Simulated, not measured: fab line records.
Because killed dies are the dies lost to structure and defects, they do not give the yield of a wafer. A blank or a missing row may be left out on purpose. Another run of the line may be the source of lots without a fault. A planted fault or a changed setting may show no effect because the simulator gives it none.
What tool caused it? || flow n5-finfet || 12 lots, 36 wafers sampled, at 4 steps of a route of 1938

## WHAT THE GAUGES READ, wafer by wafer
N5_FIN_SAQP_THK_MEAS_05.
{"lot": "L075", "measured": "day 2 04:00", "on": "film-metro-02", "thk-nm (nm)": "38.4 38.1 38.3"}
{"lot": "L077", "measured": "day 2 15:41", "on": "film-metro-02", "thk-nm (nm)": "37.9 37.8 39.3"}
{"lot": "L079", "measured": "day 3 03:37", "on": "film-metro-01", "thk-nm (nm)": "36.9 37.7 38.6"}
{"lot": "L081", "measured": "day 3 15:52", "on": "film-metro-02", "thk-nm (nm)": "38.0 38.3 38.7"}
{"lot": "L083", "measured": "day 4 03:43", "on": "film-metro-01", "thk-nm (nm)": "38.5 38.8 38.1"}
{"lot": "L085", "measured": "day 4 17:19", "on": "film-metro-01", "thk-nm (nm)": "38.0 37.6 38.3"}
{"lot": "L087", "measured": "day 5 03:08", "on": "film-metro-02", "thk-nm (nm)": "37.4 37.3 37.9"}
{"lot": "L089", "measured": "day 5 14:49", "on": "film-metro-02", "thk-nm (nm)": "37.2 38.0 38.5"}
{"lot": "L091", "measured": "day 6 05:06", "on": "film-metro-01", "thk-nm (nm)": "38.5 38.4 38.1"}
{"lot": "L093", "measured": "day 6 17:37", "on": "film-metro-02", "thk-nm (nm)": "38.8 37.5 38.7"}
{"lot": "L095", "measured": "day 7 03:28", "on": "film-metro-01", "thk-nm (nm)": "37.2 37.4 38.1"}
{"lot": "L097", "measured": "day 7 15:32", "on": "film-metro-01", "thk-nm (nm)": "37.9 36.9 37.9"}

## TOOL THAT RAN EACH LOT (tool first, then ch and the chambers of the sampled wafers, then the start)
{"lot": "L075", "N5_WELL_APT_RTA_34": "rtp-anneal-02 ch 0, day 1 22:45", "N5_PMOS_HMC_CHANNEL_EPI_DESCUM_14": "rie-diel-01 ch 1,2,3, day 2 00:29", "N5_PMOS_HMC_CHANNEL_EPI_EPI_26": "epi-rpcvd-01 ch 0, day 2 03:00"}
{"lot": "L077", "N5_WELL_APT_RTA_34": "rtp-anneal-01 ch 0, day 2 10:29", "N5_PMOS_HMC_CHANNEL_EPI_DESCUM_14": "rie-diel-04 ch 1,2,3, day 2 12:07", "N5_PMOS_HMC_CHANNEL_EPI_EPI_26": "epi-rpcvd-03 ch 0, day 2 14:32"}
{"lot": "L079", "N5_WELL_APT_RTA_34": "rtp-anneal-01 ch 0, day 2 22:30", "N5_PMOS_HMC_CHANNEL_EPI_DESCUM_14": "rie-diel-04 ch 1,2, day 3 00:11", "N5_PMOS_HMC_CHANNEL_EPI_EPI_26": "epi-rpcvd-04 ch 0, day 3 02:33"}
{"lot": "L081", "N5_WELL_APT_RTA_34": "rtp-anneal-02 ch 0, day 3 10:22", "N5_PMOS_HMC_CHANNEL_EPI_DESCUM_14": "rie-diel-01 ch 0,1,3, day 3 12:28", "N5_PMOS_HMC_CHANNEL_EPI_EPI_26": "epi-rpcvd-01 ch 0, day 3 14:55"}
{"lot": "L083", "N5_WELL_APT_RTA_34": "rtp-anneal-02 ch 0, day 3 23:05", "N5_PMOS_HMC_CHANNEL_EPI_DESCUM_14": "rie-diel-04 ch 2,3, day 4 00:21", "N5_PMOS_HMC_CHANNEL_EPI_EPI_26": "epi-rpcvd-01 ch 0, day 4 02:52"}
{"lot": "L085", "N5_WELL_APT_RTA_34": "rtp-anneal-02 ch 0, day 4 09:47", "N5_PMOS_HMC_CHANNEL_EPI_DESCUM_14": "rie-diel-01 ch 0,3, day 4 11:20", "N5_PMOS_HMC_CHANNEL_EPI_EPI_26": "epi-rpcvd-04 ch 0, day 4 14:22"}
{"lot": "L087", "N5_WELL_APT_RTA_34": "rtp-anneal-01 ch 0, day 4 22:13", "N5_PMOS_HMC_CHANNEL_EPI_DESCUM_14": "rie-diel-01 ch 2,3, day 4 23:46", "N5_PMOS_HMC_CHANNEL_EPI_EPI_26": "epi-rpcvd-03 ch 0, day 5 02:11"}
{"lot": "L089", "N5_WELL_APT_RTA_34": "rtp-anneal-02 ch 0, day 5 10:08", "N5_PMOS_HMC_CHANNEL_EPI_DESCUM_14": "rie-diel-03 ch 0,1, day 5 11:22", "N5_PMOS_HMC_CHANNEL_EPI_EPI_26": "epi-rpcvd-01 ch 0, day 5 13:50"}
{"lot": "L091", "N5_WELL_APT_RTA_34": "rtp-anneal-02 ch 0, day 5 22:17", "N5_PMOS_HMC_CHANNEL_EPI_DESCUM_14": "rie-diel-01 ch 2,3, day 6 00:03", "N5_PMOS_HMC_CHANNEL_EPI_EPI_26": "epi-rpcvd-01 ch 0, day 6 04:08"}
{"lot": "L093", "N5_WELL_APT_RTA_34": "rtp-anneal-02 ch 0, day 6 09:47", "N5_PMOS_HMC_CHANNEL_EPI_DESCUM_14": "rie-diel-01 ch 1,2,3, day 6 11:13", "N5_PMOS_HMC_CHANNEL_EPI_EPI_26": "epi-rpcvd-03 ch 0, day 6 16:10"}
{"lot": "L095", "N5_WELL_APT_RTA_34": "rtp-anneal-02 ch 0, day 6 21:50", "N5_PMOS_HMC_CHANNEL_EPI_DESCUM_14": "rie-diel-03 ch 0,3, day 6 23:35", "N5_PMOS_HMC_CHANNEL_EPI_EPI_26": "epi-rpcvd-04 ch 0, day 7 01:58"}
{"lot": "L097", "N5_WELL_APT_RTA_34": "rtp-anneal-01 ch 0, day 7 09:44", "N5_PMOS_HMC_CHANNEL_EPI_DESCUM_14": "rie-diel-04 ch 0,1, day 7 11:11", "N5_PMOS_HMC_CHANNEL_EPI_EPI_26": "epi-rpcvd-01 ch 0, day 7 14:32"}
- N5_WELL_APT_RTA_34: time 10 s.
- N5_PMOS_HMC_CHANNEL_EPI_DESCUM_14: chemistry O2, time 7.9 s.
- N5_PMOS_HMC_CHANNEL_EPI_EPI_26: deposits Si from SiH4/H2, target thk 3.8 nm, time 22.7 s.

## THE ANSWER, worked out from the rows above alone
Rule: the lots themselves supply what counts as usual. The widest of any qualifying gaps counts: lots, ordered by their means at a reading, are off when they make up no more than a third of the lots, leave a main group of 4 or more, and stand apart from it by 3 or more times the standard deviation of that group's means. A main group whose means are all the same, to the digits that the tables above print for the reading, isn't used. A lot without any number at a reading at which 4 lots or more have one is off too. All remaining lots with rows at the step are treated as sound.
No lot is off on any of the readings shown, so nothing can be concluded from this.

## WHAT THE SIMULATOR PUT IN
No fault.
